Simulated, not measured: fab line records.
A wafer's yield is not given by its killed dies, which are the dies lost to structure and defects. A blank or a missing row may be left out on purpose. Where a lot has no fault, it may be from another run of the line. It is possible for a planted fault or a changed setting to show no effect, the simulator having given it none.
fab line records	flow nand-harc
record: lots: 24	wafers: 72	last-day: 34
route steps=1302 shown P_BONDPAD@368 A_CHANNEL_HOLE_D1@450 A_DECK1_JOINT@528 A_ONON_D2@552 A_CHANNEL_HOLE_D2@603 A_CHANNEL_FILL_D2@627
lots untouched by any fault: they come from a run of this same line in which no faults occurred
start-h: the number of hours between the record's first day and the start of the first shown wafer of the lot	wait-h: how many hours have passed since the lot's step before this one	" unchanged from the row above	L1.1+2: a single row standing in for several wafers	- no value, or no start was given	* or withheld: withheld	< > ~ a bound
route shown NAME@n: a module of which the file shows steps, and the number in the route of the first	usual: the fault-free wafers' mean and standard deviation	same: alike in all rows	chamber/n: place in a boat	sites: the reading at each site	_std_site: standard deviation of those values	_edge_site: the outer-site mean with the inner-site mean subtracted	radius-mm: how far each site lies from the wafer's centre	mask NAME#n: copy n	behind: the most recent tool/chamber to have shaped the wafer	hold: cause of the lot's hold/its duration in hours/its outcome	device: the n, p or np transistor that did not switch	end of line: the tests these same wafers got at the end of their route	a step without rows: its recipe alone	killed: at the first sort, the dies lost to defects and structure; wafer yield is something else	map: shows each die of a wafer: x if killed, . if not, _ if none is there
set.NAME: the run value of the setting; set.NAME@STEP: its run value at that earlier step	model.NAME: the simulator's own value behind a step, which no gauge read
route steps across a sampled set of lots; one table per step, one row per wafer
services: the hour from which a tool's chamber was out of use, counted from the record's first day as start-h (under 0 if before that day), plus the number of hours and why
== steps ==
step: NHARC_P_BONDPAD_ETCH_37
recipe: target-depth-a: 600	overetch-a: 180	time-s: 65.91	ion-energy-ev: 200	n2-flow-sccm: 150	h2-flow-sccm: 150	ar-flow-sccm: 0	rf-w: 400	bias-w: 150	chemistry: N2/H2
usual: drypump-motor-current-A: 5.7/0.48	oes-product-au: 0.998/0.011	rf-fwd-power-W: 396.8/1.5	rf-vpp-V: 430.6/2.9	showerhead-plenum-p-Torr: 2.04/0.1	throttle-valve-pct: 14.171/0.0084
lot.wafer	tool	chamber	start-h	wait-h	drypump-motor-current-A	oes-product-au	rf-fwd-power-W	rf-hours-counter-h	rf-vpp-V	showerhead-plenum-p-Torr	throttle-valve-pct
L074.4	rie-diel-08	3	135.37	0.1	5.5	0.985	395.4	7.0	434.9	2.20	14.175
L074.1	"	0	"	"	5.7	1.016	394.8	6.0	428.8	1.95	14.165
L074.6	"	1	"	"	5.1	0.981	396.3	-	429.0	1.97	14.177
L075.2	rie-diel-12	3	148.72	0.1	6.5	0.994	397.1	4.2	434.9	2.16	14.181
L075.6	"	1	"	"	5.8	0.998	396.4	-	434.5	2.09	14.169
L075.5	"	2	"	"	5.9	0.992	395.8	-	426.2	1.91	14.171
L076.1	rie-diel-08	3	152.56	0.1	5.5	0.987	396.0	7.8	434.1	2.20	14.162
L076.2	"	1	"	"	5.1	0.990	396.2	6.9	427.9	1.97	14.152
L076.5	"	0	"	"	5.7	1.015	395.9	-	429.1	1.95	14.182
L077.4	rie-diel-12	0	163.92	0.1	5.9	0.994	399.0	5.9	434.1	2.17	14.178
L077.5	"	3	"	"	6.5	0.992	394.9	-	433.6	2.16	14.158
L077.6	"	0	"	"	5.9	1.002	398.2	-	434.7	2.17	14.167
L078.3	rie-diel-08	0	179.46	0.1	5.7	1.013	395.6	8.6	428.3	1.95	14.176
L078.5	"	0	"	"	5.7	1.013	396.1	-	428.1	1.95	14.170
L078.6	"	1	"	"	5.1	0.990	397.2	-	428.6	1.97	14.169
L079.2	rie-diel-13	0	182.38	0.1	6.6	0.996	396.9	0.2	427.1	1.93	14.171
L079.4	"	3	"	"	5.9	0.988	397.3	0.2	432.2	2.11	14.176
L079.5	"	0	"	"	6.6	0.996	397.6	-	427.5	1.93	14.179
L080.4	rie-diel-13	0	202.19	0.1	6.6	0.991	397.0	0.7	428.9	1.93	14.145
L080.6	"	0	"	"	6.6	1.003	397.1	-	427.4	1.93	14.180
L080.5	"	1	"	"	5.5	0.998	398.5	-	432.3	2.11	14.155
L081.2	rie-diel-12	3	202.37	0.1	6.5	0.992	395.7	6.3	434.8	2.16	14.182
L081.6	"	1	"	"	5.8	1.003	398.2	-	431.7	2.09	14.184
L081.5	"	2	"	"	5.9	1.000	397.6	-	426.4	1.91	14.175
L082.2	rie-diel-13	0	220.85	0.1	6.6	0.991	398.7	1.2	425.7	1.93	14.164
L082.4	"	2	"	"	5.4	0.987	398.6	1.2	428.1	1.93	14.177
L082.1	"	3	"	"	5.9	0.993	397.3	1.1	434.0	2.11	14.149
L083.3	rie-diel-12	1	228.48	0.1	5.8	1.011	397.3	8.6	431.4	2.09	14.169
L083.2	"	3	"	"	6.5	0.989	395.9	7.3	433.8	2.16	14.175
L083.1	"	0	"	"	5.9	0.998	398.0	9.0	434.8	2.17	14.158
L084.3	rie-diel-08	3	241.41	0.1	5.5	0.994	396.2	2.5	435.2	2.20	14.168
L084.2	"	1	"	"	5.1	0.999	397.6	1.0	428.0	1.96	14.169
L084.6	"	2	"	"	5.1	1.017	396.7	-	432.5	2.06	14.166
L085.3	rie-diel-12	3	246.91	0.1	6.5	0.993	394.7	9.3	433.1	2.16	14.179
L085.1	"	0	"	"	5.9	0.990	400.1	10.6	433.4	2.17	14.177
L085.4	"	1	"	"	5.8	0.993	398.0	9.8	432.3	2.09	14.172
L086.1	rie-diel-13	0	247.84	0.1	6.6	0.987	397.9	2.4	427.5	1.93	14.164
L086.2	"	3	"	"	5.9	0.992	395.9	2.2	432.9	2.11	14.177
L086.5	"	0	"	"	6.6	0.990	395.3	-	427.7	1.93	14.181
L087.1	rie-diel-08	2	262.68	0.1	5.1	1.010	397.0	3.2	431.9	2.06	14.180
L087.6	"	0	"	"	5.7	1.016	395.5	-	429.7	1.95	14.164
L087.5	"	1	"	"	5.1	1.007	398.9	-	428.0	1.96	14.173
L089.4	rie-diel-13	2	287.64	0.1	5.4	0.990	396.6	2.7	426.7	1.93	14.177
L089.2	"	3	"	"	5.9	0.975	397.2	2.8	432.2	2.11	14.168
L089.6	"	3	"	"	5.9	0.982	394.6	-	431.3	2.11	14.168
L088.1	rie-diel-13	0	288.60	0.1	6.6	1.001	397.8	3.0	425.6	1.93	14.180
L088.6	"	2	"	"	5.4	0.996	396.8	-	427.6	1.93	14.161
L088.5	"	3	"	"	5.9	0.989	396.3	-	433.1	2.11	14.174
L090.4	rie-diel-13	1	301.91	0.1	5.5	0.992	397.7	3.2	431.6	2.11	14.167
L090.1	"	3	"	"	5.9	0.985	396.2	3.4	433.0	2.11	14.172
L090.5	"	1	"	"	5.5	1.013	398.1	-	432.7	2.11	14.157
L091.1	rie-diel-08	2	313.52	0.1	5.1	1.002	398.0	5.6	431.5	2.06	14.179
L091.3	"	0	"	"	5.7	1.013	394.3	5.6	429.0	1.95	14.173
L091.2	"	1	"	"	5.1	1.005	395.7	4.0	428.7	1.96	14.178
L092.4	rie-diel-08	3	314.37	0.1	5.5	1.003	393.4	5.6	435.1	2.20	14.174
L092.1	"	0	"	"	5.7	1.008	394.2	5.6	428.4	1.95	14.162
L092.3	"	2	"	"	5.1	1.004	399.2	5.7	430.6	2.06	14.175
L093.1	rie-diel-13	0	324.99	0.1	6.6	1.001	398.1	4.2	427.4	1.92	14.157
L093.4	"	1	"	"	5.5	0.987	396.8	3.7	433.3	2.11	14.175
L093.2	"	2	"	"	5.4	1.003	398.3	4.0	427.4	1.93	14.155
L094.2	rie-diel-13	0	330.13	0.1	6.6	0.986	397.9	4.3	427.7	1.92	14.165
L094.1	"	1	"	"	5.5	0.990	395.7	3.7	431.3	2.11	14.166
L094.5	"	1	"	"	5.5	0.988	397.3	-	432.8	2.11	14.175
L095.4	rie-diel-12	1	342.75	0.1	5.8	1.011	396.9	3.6	432.2	2.09	14.177
L095.3	"	2	"	"	5.9	1.014	396.1	3.6	425.2	1.90	14.179
L095.6	"	2	"	"	5.9	1.002	397.7	-	427.5	1.90	14.170
L096.2	rie-diel-08	1	358.00	0.1	5.1	1.010	397.3	6.2	428.7	1.96	14.170
L096.1	"	0	"	"	5.7	1.024	395.5	7.8	429.6	1.95	14.176
L096.6	"	2	"	"	5.1	0.998	398.2	-	431.2	2.06	14.180
L097.2	rie-diel-08	2	360.66	0.1	5.1	0.999	399.3	7.9	431.2	2.06	14.173
L097.5	"	1	"	"	5.1	1.001	397.7	-	429.1	1.96	14.172
L097.6	"	2	"	"	5.1	1.007	396.5	-	430.3	2.06	14.173
step: NHARC_A_CHANNEL_HOLE_D1_DEP_00
recipe: target-thk-a: 31000	temp-c: 400	material: aC
usual: throttle-valve-pct: 34.999/0.0087
lot.wafer	tool	chamber	start-h	wait-h	throttle-valve-pct
L074.1	acl-dep-02	0	179.75	2.1	35.010
L074.4	"	0	"	"	35.010
L074.6	"	0	"	"	34.999
L075.2	acl-dep-02	0	189.67	2.2	35.004
L075.5	"	0	"	"	35.008
L075.6	"	0	"	"	35.004
L076.1	acl-dep-01	0	199.33	3.8	34.996
L076.2	"	0	"	"	34.997
L076.5	"	0	"	"	35.008
L077.4	acl-dep-02	0	205.18	1.0	35.014
L077.5	"	0	"	"	34.983
L077.6	"	0	"	"	35.000
L079.2	acl-dep-01	0	221.41	0.7	35.008
L079.4	"	0	"	"	35.006
L079.5	"	0	"	"	34.996
L078.3	acl-dep-03	0	221.47	0.8	35.001
L078.5	"	0	"	"	34.989
L078.6	"	0	"	"	34.989
L081.2	acl-dep-03	0	246.08	4.4	35.005
L081.5	"	0	"	"	34.999
L081.6	"	0	"	"	34.983
L080.4	acl-dep-01	0	248.05	6.3	35.001
L080.5	"	0	"	"	35.012
L080.6	"	0	"	"	34.998
L082.1	acl-dep-02	0	262.19	0.1	34.986
L082.2	"	0	"	"	34.997
L082.4	"	0	"	"	35.004
L083.1	acl-dep-01	0	275.16	5.1	34.999
L083.2	"	0	"	"	35.011
L083.3	"	0	"	"	35.010
L084.2	acl-dep-01	0	283.18	0.4	34.993
L084.3	"	0	"	"	35.014
L084.6	"	0	"	"	34.991
L085.1	acl-dep-01	0	289.83	2.7	34.996
L085.3	"	0	"	"	34.995
L085.4	"	0	"	"	34.982
L086.1	acl-dep-02	0	291.16	3.8	34.998
L086.2	"	0	"	"	35.014
L086.5	"	0	"	"	35.003
L087.1	acl-dep-01	0	301.53	0.1	34.987
L087.5	"	0	302.82	1.4	34.987
L087.6	"	0	"	"	34.998
L088.1	acl-dep-01	0	331.47	1.2	35.003
L088.5	"	0	332.75	2.5	35.005
L088.6	"	0	"	"	35.003
L089.2	acl-dep-03	0	333.52	3.2	34.985
L089.4	"	0	"	"	35.002
L089.6	"	0	"	"	34.999
L090.1	acl-dep-03	0	347.33	0.1	35.004
L090.4	"	0	"	"	34.991
L090.5	"	0	"	"	35.008
L092.1	acl-dep-02	0	355.74	0.1	35.005
L092.3	"	0	"	"	35.009
L092.4	"	0	"	"	34.989
L091.1	acl-dep-01	0	355.85	0.1	34.981
L091.2	"	0	"	"	35.013
L091.3	"	0	"	"	35.006
L093.1	acl-dep-03	0	363.60	0.1	34.993
L093.2	"	0	"	"	34.989
L093.4	"	0	"	"	34.986
L094.1	acl-dep-02	0	378.87	6.5	35.000
L094.2	"	0	"	"	34.997
L094.5	"	0	"	"	34.990
L095.3	acl-dep-03	0	390.62	9.3	35.000
L095.4	"	0	"	"	34.994
L095.6	"	0	"	"	35.009
L097.2	acl-dep-03	0	402.17	2.3	35.000
L097.5	"	0	"	"	35.010
L097.6	"	0	"	"	34.986
L096.1	acl-dep-01	0	403.04	3.0	35.000
L096.2	"	0	"	"	35.003
L096.6	"	0	404.64	4.6	35.015
step: NHARC_A_DECK1_JOINT_THK_MEAS_14
recipe: thk-meas-gauge: ellipsometry
usual: thk-nm: 50.9/1.5
lot.wafer	tool	chamber	start-h	wait-h	thk-nm
L074.1	film-metro-01	-	268.29	0.2	48.7
L074.4	"	-	"	"	52.3
L074.6	"	-	"	"	48.7
L075.2	film-metro-02	-	268.29	0.2	52.3
L075.5	"	-	"	"	54.4
L075.6	"	-	"	"	51.5
L076.1	film-metro-01	-	274.67	0.2	50.8
L076.2	"	-	"	"	50.6
L076.5	"	-	"	"	50.6
L077.4	film-metro-02	-	274.67	0.2	51.0
L077.5	"	-	"	"	51.7
L077.6	"	-	"	"	50.1
L079.2	film-metro-02	-	293.97	0.2	51.9
L079.4	"	-	"	"	51.1
L079.5	"	-	"	"	50.6
L078.3	film-metro-01	-	293.97	0.2	51.2
L078.5	"	-	"	"	50.8
L078.6	"	-	"	"	50.6
L081.2	film-metro-02	-	313.87	0.2	51.7
L081.5	"	-	"	"	51.7
L081.6	"	-	"	"	52.0
L080.4	film-metro-01	-	313.87	0.2	53.9
L080.5	"	-	"	"	51.2
L080.6	"	-	"	"	50.2
L082.1	film-metro-02	-	332.81	0.2	49.3
L082.2	"	-	"	"	51.4
L082.4	"	-	"	"	49.1
L083.1	film-metro-01	-	348.31	0.2	50.9
L083.2	"	-	"	"	49.3
L083.3	"	-	"	"	48.8
L084.2	film-metro-01	-	353.16	0.2	52.0
L084.3	"	-	"	"	49.2
L084.6	"	-	"	"	48.3
L086.1	film-metro-01	-	362.77	0.2	50.5
L086.2	"	-	"	"	49.7
L086.5	"	-	"	"	50.2
L085.1	film-metro-02	-	362.77	0.2	48.0
L085.3	"	-	"	"	50.9
L085.4	"	-	"	"	50.6
L087.1	film-metro-01	-	373.62	0.2	50.1
L087.5	"	-	"	"	49.4
L087.6	"	-	"	"	50.1
L088.1	film-metro-01	-	405.30	0.2	50.9
L088.5	"	-	"	"	52.1
L088.6	"	-	"	"	51.6
L089.2	film-metro-02	-	405.30	0.2	47.7
L089.4	"	-	"	"	51.2
L089.6	"	-	"	"	50.2
L090.1	film-metro-01	-	417.16	0.2	50.8
L090.4	"	-	"	"	49.6
L090.5	"	-	"	"	51.8
L092.1	film-metro-02	-	424.82	0.2	51.3
L092.3	"	-	"	"	51.1
L092.4	"	-	"	"	54.9
L091.1	film-metro-01	-	424.83	0.2	50.6
L091.2	"	-	"	"	49.5
L091.3	"	-	"	"	48.5
L093.1	film-metro-02	-	437.19	0.2	54.6
L093.2	"	-	"	"	49.4
L093.4	"	-	"	"	50.8
L094.1	film-metro-01	-	453.90	0.2	50.4
L094.2	"	-	"	"	51.6
L094.5	"	-	"	"	47.9
L097.2	film-metro-02	-	468.10	0.2	53.0
L097.5	"	-	"	"	53.4
L097.6	"	-	"	"	54.4
L095.3	film-metro-01	-	468.10	0.2	51.3
L095.4	"	-	"	"	50.8
L095.6	"	-	"	"	50.8
L096.1	film-metro-01	-	477.39	0.2	52.2
L096.2	"	-	"	"	49.6
L096.6	"	-	"	"	53.0
step: NHARC_A_ONON_D2_THK_MEAS_11
recipe: thk-meas-gauge: ellipsometry
usual: thk-nm: 1003/9.6
lot.wafer	tool	chamber	start-h	wait-h	thk-nm
L074.1	film-metro-02	-	291.68	-	988
L074.4	"	-	"	"	987
L074.6	"	-	"	"	988
L075.2	film-metro-02	-	291.68	-	1004
L075.5	"	-	"	"	1002
L075.6	"	-	"	"	1002
L077.4	film-metro-02	-	297.50	-	1004
L077.5	"	-	"	"	1004
L077.6	"	-	"	"	1005
L076.1	film-metro-01	-	297.52	-	1018
L076.2	"	-	"	"	1019
L076.5	"	-	"	"	1018
L078.3	film-metro-02	-	322.69	-	1002
L078.5	"	-	"	"	1000
L078.6	"	-	"	"	1001
L079.2	film-metro-01	-	322.86	-	1020
L079.4	"	-	"	"	1019
L079.5	"	-	"	"	1018
L081.2	film-metro-02	-	340.97	-	1009
L081.5	"	-	"	"	1011
L081.6	"	-	"	"	1011
L080.4	film-metro-01	-	340.98	-	1011
L080.5	"	-	"	"	1014
L080.6	"	-	"	"	1014
L082.1	film-metro-02	-	359.33	-	1014
L082.2	"	-	"	"	1016
L082.4	"	-	"	"	1012
L083.1	film-metro-01	-	376.79	-	1010
L083.2	"	-	"	"	1013
L083.3	"	-	"	"	1011
L084.2	film-metro-01	-	379.25	-	994
L084.3	"	-	"	"	994
L084.6	"	-	"	"	995
L085.1	film-metro-02	-	388.26	-	992
L085.3	"	-	"	"	993
L085.4	"	-	"	"	994
L086.1	film-metro-02	-	388.39	-	1007
L086.2	"	-	"	"	1007
L086.5	"	-	"	"	1006
L087.1	film-metro-01	-	402.70	-	990
L087.5	"	-	"	"	992
L087.6	"	-	"	"	990
L088.1	film-metro-02	-	428.14	-	1004
L088.5	"	-	"	"	1004
L088.6	"	-	"	"	1004
L089.2	film-metro-01	-	428.22	-	1011
L089.4	"	-	"	"	1010
L089.6	"	-	"	"	1010
L090.1	film-metro-01	-	449.72	-	999
L090.4	"	-	"	"	1002
L090.5	"	-	"	"	1001
L091.1	film-metro-01	-	454.24	-	998
L091.2	"	-	"	"	997
L091.3	"	-	"	"	1000
L092.1	film-metro-01	-	454.41	-	1003
L092.3	"	-	"	"	1001
L092.4	"	-	"	"	1001
L093.1	film-metro-02	-	472.23	-	995
L093.2	"	-	"	"	994
L093.4	"	-	"	"	995
L094.1	film-metro-01	-	481.97	-	1011
L094.2	"	-	"	"	1012
L094.5	"	-	"	"	1012
L095.3	film-metro-02	-	499.07	-	1011
L095.4	"	-	"	"	1010
L095.6	"	-	"	"	1010
L097.2	film-metro-02	-	499.20	-	992
L097.5	"	-	"	"	993
L097.6	"	-	"	"	991
L096.1	film-metro-01	-	505.06	-	983
L096.2	"	-	"	"	983
L096.6	"	-	"	"	984
step: NHARC_A_CHANNEL_HOLE_D2_ETCH_44
recipe: target-depth-a: 1400	overetch-a: 140	time-s: 77	ion-energy-ev: 100	cf4-flow-sccm: 80	o2-flow-sccm: 20	ar-flow-sccm: 0	rf-w: 300	bias-w: 100	chemistry: CF4/O2
usual: drypump-motor-current-A: 5.6/0.41	oes-product-au: 1.002/0.01	rf-fwd-power-W: 298.0/1.2	rf-vpp-V: 197.9/1.5	showerhead-plenum-p-Torr: 1.34/0.063	throttle-valve-pct: 13.397/0.0093
lot.wafer	tool	chamber	start-h	wait-h	drypump-motor-current-A	oes-product-au	rf-fwd-power-W	rf-hours-counter-h	rf-vpp-V	showerhead-plenum-p-Torr	throttle-valve-pct
L075.2	rie-diel-12	2	312.12	0.1	5.9	0.994	297.4	0.6	196.6	1.25	13.410
L075.5	"	0	"	"	5.9	0.985	298.3	-	201.1	1.42	13.407
L075.6	"	1	"	"	5.8	0.995	298.9	-	198.6	1.37	13.403
L074.4	rie-diel-12	3	314.49	0.1	6.5	1.013	297.8	0.8	198.4	1.41	13.398
L074.1	"	2	"	"	6.0	1.006	298.7	0.8	195.2	1.25	13.398
L074.6	"	0	"	"	5.9	0.999	298.5	-	199.4	1.42	13.393
L076.1	rie-diel-08	0	320.48	0.1	5.7	1.012	298.5	5.8	194.9	1.28	13.394
L076.2	"	2	"	"	5.1	1.000	296.8	5.9	197.1	1.35	13.392
L076.5	"	1	"	"	5.1	0.993	298.7	-	196.8	1.29	13.407
L077.4	rie-diel-06	3	322.06	0.1	5.7	1.032	298.9	0.1	198.9	1.41	13.385
L077.6	"	3	"	"	5.7	1.028	297.9	-	200.0	1.40	13.380
L077.5	"	0	"	"	5.5	1.002	296.4	-	199.5	1.36	13.402
L079.4	rie-diel-08	0	347.73	0.1	5.7	1.022	297.6	7.4	196.5	1.28	13.403
L079.2	"	2	"	"	5.1	0.994	298.5	7.4	198.3	1.34	13.385
L079.5	"	1	"	"	5.1	1.001	299.6	-	196.8	1.29	13.404
L078.3	rie-diel-12	3	348.62	0.1	6.5	0.999	298.0	5.4	200.3	1.41	13.400
L078.5	"	1	"	"	5.8	1.003	298.0	-	197.5	1.37	13.395
L078.6	"	2	"	"	5.9	1.007	297.9	-	195.8	1.25	13.402
L080.4	rie-diel-06	1	361.07	0.1	5.1	0.990	299.6	1.6	196.3	1.34	13.403
L080.6	"	1	"	"	5.1	0.993	298.5	-	197.5	1.34	13.406
L080.5	"	2	"	"	5.5	1.010	299.2	-	195.9	1.25	13.416
L081.2	rie-diel-12	0	361.28	0.1	5.9	1.002	298.7	6.6	198.5	1.41	13.398
L081.6	"	3	"	"	6.5	1.002	296.5	-	199.1	1.41	13.399
L081.5	"	0	"	"	5.9	0.997	297.5	-	198.5	1.41	13.387
L082.4	rie-diel-08	1	386.57	0.1	5.1	0.994	298.9	0.5	195.5	1.29	13.379
L082.2	"	2	"	"	5.1	0.999	298.9	0.6	197.3	1.34	13.384
L082.1	"	0	"	"	5.7	1.016	297.8	0.7	196.7	1.28	13.401
L083.2	rie-diel-08	1	402.66	0.1	5.1	0.992	299.7	1.2	198.4	1.29	13.389
L083.1	"	2	"	"	5.1	0.993	298.5	1.4	198.5	1.34	13.397
L083.3	"	0	"	"	5.7	1.016	299.0	1.4	196.5	1.28	13.388
L084.2	rie-diel-08	0	406.79	0.1	5.7	1.010	296.3	1.6	197.6	1.28	13.419
L084.3	"	1	"	"	5.1	0.985	299.8	1.4	196.3	1.29	13.396
L084.6	"	3	"	"	5.4	0.983	296.9	-	199.9	1.43	13.380
L085.1	rie-diel-12	3	409.89	0.1	6.5	1.002	297.2	8.7	198.6	1.41	13.402
L085.3	"	0	"	"	5.9	0.998	298.6	7.9	198.7	1.41	13.387
L085.4	"	1	"	"	5.8	0.996	299.3	6.9	197.7	1.37	13.382
L086.2	rie-diel-08	0	414.05	0.1	5.7	1.021	296.2	1.9	196.9	1.28	13.384
L086.1	"	1	"	"	5.1	0.988	299.1	1.7	196.6	1.29	13.413
L086.5	"	2	"	"	5.1	0.996	299.4	-	197.0	1.34	13.398
L087.1	rie-diel-06	1	428.07	0.1	5.1	1.015	297.9	5.8	198.3	1.34	13.388
L087.6	"	2	"	"	5.5	1.011	298.9	-	195.8	1.25	13.397
L087.5	"	3	"	"	5.7	1.016	299.8	-	198.9	1.40	13.402
L089.2	rie-diel-06	3	450.25	0.1	5.7	1.017	298.3	8.1	199.5	1.40	13.403
L089.4	"	0	"	"	5.5	1.011	296.4	7.3	199.5	1.36	13.395
L089.6	"	1	"	"	5.1	1.010	298.5	-	198.8	1.34	13.396
L088.1	rie-diel-06	1	450.66	0.4	5.1	0.999	298.5	6.4	196.7	1.34	13.390
L088.5	"	1	"	"	5.1	1.007	297.9	-	197.2	1.34	13.398
L088.6	"	2	"	"	5.5	0.998	300.7	-	196.6	1.25	13.394
L090.1	rie-diel-12	1	469.68	0.1	5.8	0.998	298.2	0.2	198.4	1.37	13.404
L090.4	"	3	"	"	6.5	0.990	298.5	0.3	199.8	1.41	13.414
L090.5	"	1	"	"	5.8	1.003	297.9	-	198.4	1.36	13.389
L091.3	rie-diel-08	2	483.39	0.1	5.0	0.991	298.7	4.6	197.4	1.34	13.390
L091.1	"	3	"	"	5.5	0.988	297.6	5.0	199.5	1.43	13.407
L091.2	"	0	"	"	5.7	1.016	296.4	4.9	196.2	1.28	13.398
L092.4	rie-diel-08	1	486.98	0.1	5.1	0.990	298.2	4.6	195.9	1.29	13.393
L092.3	"	2	"	"	5.1	0.996	296.9	4.8	199.0	1.34	13.387
L092.1	"	3	"	"	5.5	1.003	296.9	5.2	199.6	1.43	13.401
L093.4	rie-diel-08	0	495.57	0.1	5.7	1.019	298.7	5.7	198.0	1.28	13.391
L093.1	"	2	"	"	5.1	0.998	299.6	5.7	199.3	1.34	13.393
L093.2	"	3	"	"	5.5	1.010	296.8	6.1	199.5	1.43	13.398
L094.1	rie-diel-12	1	502.28	0.1	5.8	0.999	298.1	2.4	199.1	1.36	13.407
L094.2	"	2	"	"	5.9	1.017	297.0	2.1	195.9	1.25	13.400
L094.5	"	0	"	"	5.9	1.004	297.6	-	199.6	1.41	13.386
L095.3	rie-diel-06	1	520.27	0.1	5.1	1.001	298.8	2.8	199.1	1.34	13.397
L095.4	"	3	"	"	5.7	1.014	298.9	1.8	198.4	1.40	13.390
L095.6	"	1	"	"	5.1	1.013	296.9	-	196.1	1.34	13.392
L097.2	rie-diel-08	3	521.68	0.1	5.5	0.996	296.5	7.2	199.7	1.43	13.398
L097.6	"	2	"	"	5.0	1.007	298.2	-	197.3	1.34	13.397
L097.5	"	3	"	"	5.5	0.995	297.2	-	200.2	1.43	13.388
L096.1	rie-diel-12	0	525.84	0.1	5.9	1.005	298.5	5.0	200.2	1.41	13.395
L096.2	"	1	"	"	5.8	1.001	298.2	4.1	198.0	1.36	13.393
L096.6	"	3	"	"	6.5	0.995	297.9	-	199.3	1.40	13.404
step: NHARC_A_CHANNEL_FILL_D2_ALD_25
recipe: target-thk-a: 600	pulse-time-s: 10	ald-cycles: 600	temp-c: 300	material: SiOx
usual: heater-power-outer-w: 269/20	heater-power-w: 476/29	precursor-pulse-height-rel: 0.998/0.02
lot.wafer	tool	chamber	start-h	wait-h	heater-power-outer-w	heater-power-w	precursor-pulse-height-rel
L074.1	ald-hk-04	2	353.63	0.7	272	477	0.988
L074.4	"	0	354.88	1.9	313	503	1.006
L074.6	"	2	356.13	3.2	265	486	1.036
L075.2	ald-hk-01	3	354.23	1.3	246	438	1.012
L075.6	"	1	355.46	2.5	229	447	0.982
L075.5	"	2	"	"	266	493	0.975
L076.2	ald-hk-04	1	359.86	0.7	280	459	0.961
L076.1	"	3	361.09	1.9	271	456	1.006
L076.5	"	1	362.31	3.1	281	455	1.038
L077.4	ald-hk-03	1	360.49	1.3	247	447	1.015
L077.6	"	3	361.74	2.5	254	474	1.034
L077.5	"	0	"	"	271	463	0.986
L079.2	ald-hk-04	2	386.75	0.1	270	472	0.992
L079.4	"	1	388.60	1.9	291	449	0.990
L079.5	"	3	389.83	3.1	263	459	1.034
L078.3	ald-hk-01	3	387.95	1.3	246	448	1.000
L078.6	"	1	389.16	2.5	233	444	0.992
L078.5	"	2	"	"	267	487	1.011
L081.2	ald-hk-01	1	400.24	0.1	237	464	1.001
L081.5	"	1	402.78	2.6	243	456	0.992
L081.6	"	2	"	"	264	490	1.031
L080.4	ald-hk-04	3	400.85	0.7	276	464	1.014
L080.6	"	2	402.71	2.5	272	482	0.968
L080.5	"	3	"	"	270	456	0.979
L082.2	ald-hk-04	3	428.87	0.1	277	453	0.967
L082.1	"	1	430.09	1.3	286	450	0.988
L082.4	"	2	"	"	271	468	1.014
L083.2	ald-hk-03	2	440.73	0.1	269	499	0.986
L083.3	"	0	441.97	1.3	272	463	1.015
L083.1	"	1	"	"	258	423	1.027
L085.3	ald-hk-04	0	444.68	0.1	310	526	1.011
L085.1	"	1	"	"	264	428	0.980
L085.4	"	2	"	"	260	461	1.015
L084.2	ald-hk-01	2	445.31	0.7	268	498	1.002
L084.3	"	0	446.57	1.9	285	504	1.022
L084.6	"	1	"	"	234	447	0.990
L086.2	ald-hk-01	0	456.50	0.2	295	510	0.980
L086.1	"	1	"	"	233	456	1.002
L086.5	"	0	458.96	2.6	292	515	0.972
L087.1	ald-hk-01	3	470.17	1.3	243	456	0.974
L087.6	"	1	471.39	2.5	236	447	0.987
L087.5	"	2	"	"	270	505	0.977
L088.1	ald-hk-01	2	489.20	0.1	284	524	0.966
L088.6	"	2	491.68	2.5	287	515	0.988
L088.5	"	3	"	"	260	470	1.021
L089.2	ald-hk-03	2	489.82	0.7	271	508	0.994
L089.4	"	3	"	"	255	486	1.011
L089.6	"	1	491.68	2.5	250	442	1.005
L090.1	ald-hk-01	0	508.51	0.7	286	493	0.983
L090.4	"	2	509.75	1.9	283	524	1.003
L090.5	"	0	510.99	3.2	279	479	1.007
L091.3	ald-hk-04	1	520.85	0.7	263	423	0.983
L091.1	"	2	"	"	260	483	1.008
L091.2	"	3	"	"	249	432	0.959
L092.1	ald-hk-01	0	529.74	0.1	281	482	1.000
L092.4	"	1	"	"	248	473	1.027
L092.3	"	2	"	"	287	520	0.970
L093.2	ald-hk-03	0	533.47	0.1	276	457	0.999
L093.4	"	2	534.67	1.3	275	513	1.024
L093.1	"	3	"	"	261	483	0.986
L094.2	ald-hk-04	1	541.45	0.1	266	416	1.004
L094.1	"	0	543.27	1.9	320	512	1.012
L094.5	"	1	"	"	271	432	0.969
L095.4	ald-hk-03	1	562.78	1.3	259	434	1.015
L095.3	"	2	"	"	276	515	0.981
L095.6	"	3	"	"	260	488	1.019
L097.2	ald-hk-01	2	564.04	2.5	285	521	1.000
L097.6	"	0	566.52	5.0	282	502	0.974
L097.5	"	1	567.76	6.2	256	478	1.011
L096.2	ald-hk-03	3	566.12	0.7	259	480	0.993
L096.1	"	0	"	"	272	467	0.979
L096.6	"	2	567.98	2.5	276	508	0.974
== services ==
tool	chamber	start-h	hours	kind
ald-hk-01	-	120.12	10.0	pm
rie-diel-13	-	165.00	9.0	pm
ald-hk-01	-	171.51	0.3	repair
acl-dep-01	-	186.33	13.0	pm
rie-diel-13	-	186.82	0.7	repair
rie-diel-08	2	187.91	11.6	repair
rie-diel-08	-	190.80	9.0	pm
ald-hk-01	-	209.13	1.9	repair
rie-diel-08	1	219.25	12.2	repair
rie-diel-12	-	268.40	9.0	pm
rie-diel-12	3	283.44	5.6	repair
ald-hk-01	-	298.12	10.0	pm
rie-diel-08	0	342.49	1.4	repair
acl-dep-01	-	367.33	13.0	pm
rie-diel-08	-	367.80	9.0	pm
rie-diel-12	0	383.72	7.1	repair
rie-diel-12	1	402.89	3.6	repair
rie-diel-08	-	405.18	0.2	repair
rie-diel-12	-	445.40	9.0	pm
ald-hk-01	-	476.12	10.0	pm
rie-diel-12	-	504.33	0.7	repair
rie-diel-08	3	527.26	5.5	repair
rie-diel-08	-	544.80	9.0	pm
acl-dep-01	-	549.73	13.0	pm
== key ==
fault none
